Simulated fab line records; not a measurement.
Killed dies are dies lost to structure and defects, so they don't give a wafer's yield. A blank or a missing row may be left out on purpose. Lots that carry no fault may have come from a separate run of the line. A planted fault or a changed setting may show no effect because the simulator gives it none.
A single fault, viewed from 2 desks | flow n5_finfet | every desk sees just its own numbers, and what lay behind them comes last

FOR THE TOOL OWNER'S DESK: ald_metal-04
The tool's own readings at N5_BEOL_M10_ALD_74 (deposits TaN, target thk 2 nm, pulse time 2 s, purge time 3 s): means of the sampled wafers that have a number, for each lot that ran on this tool. Marked OUT: a lot whose mean sits more than 4 standard deviations from the usual mean, which makes it out of limits; the brackets give that distance.
Columns: A = chamber_pressure_Torr at N5_BEOL_M10_ALD_74, usual 2.999 Torr; B = heater_power_w at N5_BEOL_M10_ALD_74, usual 401 W; C = precursor_vessel_pressure_torr at N5_BEOL_M10_ALD_74, usual 26.25 Torr
lot  | first seen here | A     | B   | C
L251 | day 12 02:40    | 2.996 | 418 | 26.24
L254 | day 13 12:16    | 2.991 | 454 | 26.28
L266 | day 16 14:28    | 3.002 | 414 | 26.21
Finding of this desk: none of the 3 lots has anything out of limits.

AT THE METROLOGY DESK
What the gauges read, lot by lot, whatever tool the lot ran on: means of the sampled wafers that have a number. Marked OUT: a lot whose mean sits more than 4 standard deviations from the usual mean, which makes it out of limits; the brackets give that distance. Of its 11 readings 7 are shown: those that lie furthest out on some lot.
Columns: A = DIBL_N at N5_BEOL_M4_RC_MEAS_101, usual 35.8 mV/V; B = DIBL_P at N5_BEOL_M4_RC_MEAS_101, usual 36.0 mV/V; C = IOFF_P at N5_BEOL_M4_RC_MEAS_101, usual 0.21 nA/um; D = ION_P at N5_BEOL_M4_RC_MEAS_101, usual 463 uA/um; E = SS_N at N5_BEOL_M4_RC_MEAS_101, usual 71.5 mV/dec; F = VT_P at N5_BEOL_M4_RC_MEAS_101, usual -250 mV; G = V9_OVL at N5_BEOL_M10_OVL_MEAS_29, usual -0.4 nm
lot  | first seen here | A    | B    | C    | D   | E    | F    | G
L248 | day 9 14:28     | 35.6 | 35.5 | 0.18 | 457 | 71.1 | -253 | -0.5
L251 | day 9 18:19     | 35.1 | 34.3 | 0.16 | 456 | 71.6 | -254 | 0.2
L254 | day 11 01:40    | 35.7 | 37.1 | 0.18 | 457 | 71.3 | -254 | -0.5
L260 | day 12 13:26    | 33.8 | 33.5 | 0.17 | 459 | 70.7 | -252 | 0.3
L259 | day 12 14:29    | 36.6 | 36.1 | 0.25 | 472 | 71.9 | -246 | -0.2
L264 | day 13 18:34    | 36.2 | 36.0 | 0.24 | 472 | 71.8 | -248 | 0.1
L265 | day 14 02:12    | 36.9 | 37.0 | 0.21 | 460 | 71.6 | -251 | -2.0
L266 | day 14 02:34    | 34.9 | 35.5 | 0.20 | 457 | 71.4 | -252 | 0.3
Finding of this desk: none of the 8 lots has anything out of limits.

BROUGHT TOGETHER
The tool owner's desk saw nothing out of limits.
Nothing out of limits was seen by the metrology desk.

WHAT THE SIMULATOR HAD PUT IN
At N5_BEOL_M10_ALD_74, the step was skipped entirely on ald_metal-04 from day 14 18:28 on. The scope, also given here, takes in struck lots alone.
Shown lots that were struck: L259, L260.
